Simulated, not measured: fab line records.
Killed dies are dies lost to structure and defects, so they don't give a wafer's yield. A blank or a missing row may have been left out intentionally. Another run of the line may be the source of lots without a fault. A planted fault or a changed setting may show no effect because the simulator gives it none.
The tool behind it: which one? | flow nand_harc | 14 lots with 42 wafers sampled at 6 steps, on a route of 1159 steps

== WHAT EACH GAUGE READ, for each wafer ==
NHARC_P_M2_CD_MEAS_09: the cd target is 170 nm.
lot  | measured     | on        | cd_nm (nm)
L544 | day 6 17:58  | cd_sem-03 | 170.3 170.5 170.5
L549 | day 7 16:32  | cd_sem-02 | 170.7 170.5 169.3
L548 | day 7 18:12  | cd_sem-02 | 169.9 170.9 169.8
L552 | day 8 19:14  | cd_sem-02 | 170.2 169.9 169.9
L555 | day 9 15:46  | cd_sem-01 | 169.8 170.9 170.6
L556 | day 9 17:50  | cd_sem-01 | 171.4 170.6 170.6
L557 | day 10 09:37 | cd_sem-02 | 170.3 170.3 170.3
L560 | day 10 13:10 | cd_sem-03 | 170.4 169.8 169.8
L559 | day 10 13:53 | cd_sem-02 | 169.4 170.0 170.4
L561 | day 10 19:08 | cd_sem-02 | 170.3 170.6 169.9
L562 | day 11 02:51 | cd_sem-03 | 170.0 170.9 170.9
L563 | day 11 08:54 | cd_sem-01 | 170.1 169.7 169.7
L564 | day 11 10:14 | cd_sem-01 | 169.1 170.5 170.0
L565 | day 11 22:50 | cd_sem-03 | 170.8 170.5 171.1

NHARC_P_M2_OVL_MEAS_10: pitch 340 nm.
lot  | measured     | on         | overlay_x_nm (nm) | overlay_y_nm (nm)
L544 | day 6 18:03  | overlay-02 | -0.9 0.1 -0.9     | 0.1 0.4 0.1
L549 | day 7 16:37  | overlay-01 | 1.0 1.1 0.8       | -0.1 0.5 0.4
L548 | day 7 18:17  | overlay-01 | -0.4 -0.2 -0.4    | 1.1 1.1 1.3
L552 | day 8 19:19  | overlay-01 | -0.4 0.0 0.2      | -0.1 -0.6 0.0
L555 | day 9 15:51  | overlay-01 | -0.5 -0.1 -0.1    | -1.7 -1.1 -1.4
L556 | day 9 17:55  | overlay-02 | 0.6 -0.1 0.5      | 1.9 1.2 1.4
L557 | day 10 09:43 | overlay-02 | 0.0 -0.1 0.1      | -0.3 -0.2 -0.4
L560 | day 10 13:14 | overlay-02 | 0.5 0.3 0.4       | -0.8 -0.5 -0.4
L559 | day 10 13:59 | overlay-02 | -0.9 -1.8 -1.1    | 2.3 1.9 1.8
L561 | day 10 19:13 | overlay-02 | -0.2 0.3 0.2      | -0.8 -1.2 -1.6
L562 | day 11 02:56 | overlay-01 | -0.1 0.4 0.7      | 0.9 0.6 1.2
L563 | day 11 08:59 | overlay-02 | -0.7 -1.3 -1.5    | -1.1 -0.5 -1.0
L564 | day 11 10:19 | overlay-02 | 1.1 0.5 1.0       | 0.4 0.6 -0.2
L565 | day 11 22:55 | overlay-02 | 0.0 -0.1 0.6      | 0.4 0.8 0.9

NHARC_P_M2_THK_MEAS_24: measures by xrf.
lot  | measured     | on            | thk_nm (nm)
L544 | day 6 20:36  | film_metro-02 | 143.6 146.8 144.1
L549 | day 7 19:09  | film_metro-02 | 28.6 29.8 31.7
L548 | day 7 20:50  | film_metro-02 | 30.0 29.7 30.7
L552 | day 8 22:08  | film_metro-02 | 147.0 145.2 144.8
L555 | day 9 18:25  | film_metro-01 | 143.1 144.1 146.7
L556 | day 9 20:28  | film_metro-02 | 145.4 146.3 143.8
L557 | day 10 12:33 | film_metro-01 | 145.6 143.7 144.6
L560 | day 10 16:41 | film_metro-01 | 145.3 143.3 145.3
L559 | day 10 16:44 | film_metro-02 | 143.0 145.2 144.7
L561 | day 10 21:52 | film_metro-02 | 141.4 142.0 143.4
L562 | day 11 05:28 | film_metro-01 | 145.8 147.3 144.4
L563 | day 11 11:31 | film_metro-02 | 145.5 144.9 144.6
L564 | day 11 12:51 | film_metro-02 | 145.0 146.0 145.2
L565 | day 12 01:26 | film_metro-01 | 145.5 144.7 145.2

== WHICH TOOL RAN EACH LOT (tool, then ch and the chambers of the sampled wafers, then the start) ==
lot  | NHARC_P_M2_DESCUM_14               | NHARC_P_M2_ECD_22              | NHARC_P_M2_CMP_23
L544 | rie_diel-09 ch 0,1,3, day 6 18:10  | ecd_cu-02 ch 0,1, day 6 19:39  | cmp-02 ch 0,3, day 6 20:17
L549 | rie_diel-13 ch 1,2,3, day 7 16:43  | ecd_cu-02 ch 0,1, day 7 18:10  | cmp-01 ch 0,1,2, day 7 18:50
L548 | rie_diel-13 ch 0,1,3, day 7 18:24  | ecd_cu-01 ch 0,1, day 7 19:48  | cmp-02 ch 1,2,3, day 7 20:37
L552 | rie_diel-10 ch 1,2,3, day 8 19:26  | ecd_cu-01 ch 0,1, day 8 21:13  | cmp-04 ch 0,1,3, day 8 21:52
L555 | rie_diel-09 ch 0,1,2, day 9 15:59  | ecd_cu-02 ch 0,1, day 9 17:23  | cmp-02 ch 0,1, day 9 18:06
L556 | rie_diel-13 ch 1,2, day 9 18:02    | ecd_cu-02 ch 0,1, day 9 19:27  | cmp-04 ch 1,2, day 9 20:10
L557 | rie_diel-09 ch 0,2,3, day 10 09:49 | ecd_cu-02 ch 0,1, day 10 11:23 | cmp-02 ch 1,3, day 10 12:14
L560 | rie_diel-13 ch 1,2,3, day 10 13:23 | ecd_cu-01 ch 0,1, day 10 15:42 | cmp-04 ch 0,1,2, day 10 16:23
L559 | rie_diel-10 ch 0,1,2, day 10 14:05 | ecd_cu-02 ch 0, day 10 15:44   | cmp-02 ch 0,2, day 10 16:27
L561 | rie_diel-13 ch 0,3, day 10 19:20   | ecd_cu-01 ch 0,1, day 10 20:55 | cmp-01 ch 0,1,3, day 10 21:36
L562 | rie_diel-10 ch 0,1,2, day 11 03:02 | ecd_cu-01 ch 0,1, day 11 04:26 | cmp-04 ch 0,2,3, day 11 05:08
L563 | rie_diel-13 ch 0,1, day 11 09:05   | ecd_cu-01 ch 0,1, day 11 10:28 | cmp-02 ch 0,1,2, day 11 11:13
L564 | rie_diel-13 ch 1,3, day 11 10:25   | ecd_cu-02 ch 0,1, day 11 11:49 | cmp-04 ch 0,2,3, day 11 12:35
L565 | rie_diel-13 ch 0,1,2, day 11 23:01 | ecd_cu-02 ch 0,1, day 12 00:24 | cmp-02 ch 1,2,3, day 12 01:07
- NHARC_P_M2_DESCUM_14: chemistry O2, time 3 s.
- NHARC_P_M2_ECD_22: material Cu, target thk 400 nm.
- NHARC_P_M2_CMP_23: polishes, t overpolish 20 s, target thk 144.3 nm.

== AS READ BY THE TOOLS THEMSELVES (means over the sampled wafers that have a number; for cases with no such wafer, the mark the record gives instead) ==
NHARC_P_M2_DESCUM_14.
lot  | tool        | drypump_motor_current_A (A) | oes_product_au (a.u.) | rf_vpp_V (V) | showerhead_plenum_p_Torr (Torr) | throttle_valve_pct (%)
L544 | rie_diel-09 | 5.7                         | 1.004                 | 58.1         | 1.97                            | 11.315
L549 | rie_diel-13 | 5.8                         | 1.004                 | 58.0         | 2.00                            | 11.307
L548 | rie_diel-13 | 5.8                         | 1.007                 | 57.7         | 1.99                            | 11.315
L552 | rie_diel-10 | 5.9                         | 0.988                 | 57.9         | 1.92                            | 11.310
L555 | rie_diel-09 | 5.5                         | 1.008                 | 57.7         | 1.92                            | 11.310
L556 | rie_diel-13 | 5.7                         | 1.012                 | 58.1         | 1.97                            | 11.317
L557 | rie_diel-09 | 5.8                         | 1.014                 | 58.4         | 1.94                            | 11.314
L560 | rie_diel-13 | 5.8                         | 1.011                 | 58.3         | 2.00                            | 11.309
L559 | rie_diel-10 | 6.0                         | 0.998                 | 58.3         | 1.96                            | 11.310
L561 | rie_diel-13 | 5.6                         | 1.008                 | 58.8         | 2.01                            | 11.309
L562 | rie_diel-10 | 6.1                         | 0.999                 | 59.2         | 1.96                            | 11.306
L563 | rie_diel-13 | 5.9                         | 1.011                 | 57.5         | 1.95                            | 11.315
L564 | rie_diel-13 | 5.8                         | 1.004                 | 58.7         | 2.03                            | 11.317
L565 | rie_diel-13 | 5.8                         | 1.005                 | 57.3         | 1.96                            | 11.311

NHARC_P_M2_ECD_22.
lot  | tool      | bath_heat_duty_pct (%) | bath_temp_c (C)
L544 | ecd_cu-02 | 6.0                    | 25.05
L549 | ecd_cu-02 | -                      | -
L548 | ecd_cu-01 | -                      | -
L552 | ecd_cu-01 | 7.0                    | 25.01
L555 | ecd_cu-02 | 6.3                    | 25.03
L556 | ecd_cu-02 | 6.0                    | 25.01
L557 | ecd_cu-02 | 5.2                    | 25.06
L560 | ecd_cu-01 | 6.5                    | 25.02
L559 | ecd_cu-02 | 5.6                    | 24.87
L561 | ecd_cu-01 | 6.3                    | 25.00
L562 | ecd_cu-01 | 5.8                    | 25.03
L563 | ecd_cu-01 | 6.6                    | 24.87
L564 | ecd_cu-02 | 6.3                    | 25.06
L565 | ecd_cu-02 | 6.8                    | 25.08

NHARC_P_M2_CMP_23.
lot  | tool   | motor_current_A (A) | pad_life_wafers | time_to_endpoint_s (s)
L544 | cmp-02 | 11.3                | 614             | 28.1
L549 | cmp-01 | 13.1                | 380             | 0.8
L548 | cmp-02 | 10.7                | 81              | 0.9
L552 | cmp-04 | 12.1                | 344             | 30.3
L555 | cmp-02 | 10.0                | 282             | 32.5
L556 | cmp-04 | 10.5                | 43              | 27.7
L557 | cmp-02 | 11.5                | 373             | 28.3
L560 | cmp-04 | 11.3                | 187             | 32.4
L559 | cmp-02 | 10.8                | 410             | 31.6
L561 | cmp-01 | 11.7                | 266             | 27.3
L562 | cmp-04 | 10.8                | 253             | 30.7
L563 | cmp-02 | 10.2                | 2               | 30.4
L564 | cmp-04 | 11.3                | 302             | 33.0
L565 | cmp-02 | 11.2                | 62              | 28.1

== THE ANSWER, worked out from the rows above alone ==
Rule: the lots themselves supply what counts as usual. The widest of any qualifying gaps counts: lots, ordered by their means at a reading, are off when they make up no more than a third of the lots, leave a main group of 4 or more, and stand apart from it by 3 or more times the standard deviation of that group's means. The tables above print the reading to a certain number of digits; a main group whose means all agree to those digits is not used. Also off: a lot with no number at a reading for which 4 or more lots have one. Where the step has rows for the other lots, those lots are counted as sound. Order of review: gauges by route order, followed by the tools' own readings, for which a lot's mean as printed above is used. At the first step where some lot is off, the reading lying furthest off is the one used; lots without a number count as furthest.
Off: L549, L548, at NHARC_P_M2_THK_MEAS_24 (thk_nm). Main group: mean 144.8 nm, sd 0.88.
If a tool, at a process step before that reading, ran all the lots that are off and no sound lot after the first of them, it fits. The gauges at NHARC_P_M2_THK_MEAS_24 aren't tried: what is off there is off at NHARC_P_M2_ECD_22 too, on other tools, and a gauge's error can't cause that. Of those tried, none fits.

== WHAT WAS PUT IN BY THE SIMULATOR ==
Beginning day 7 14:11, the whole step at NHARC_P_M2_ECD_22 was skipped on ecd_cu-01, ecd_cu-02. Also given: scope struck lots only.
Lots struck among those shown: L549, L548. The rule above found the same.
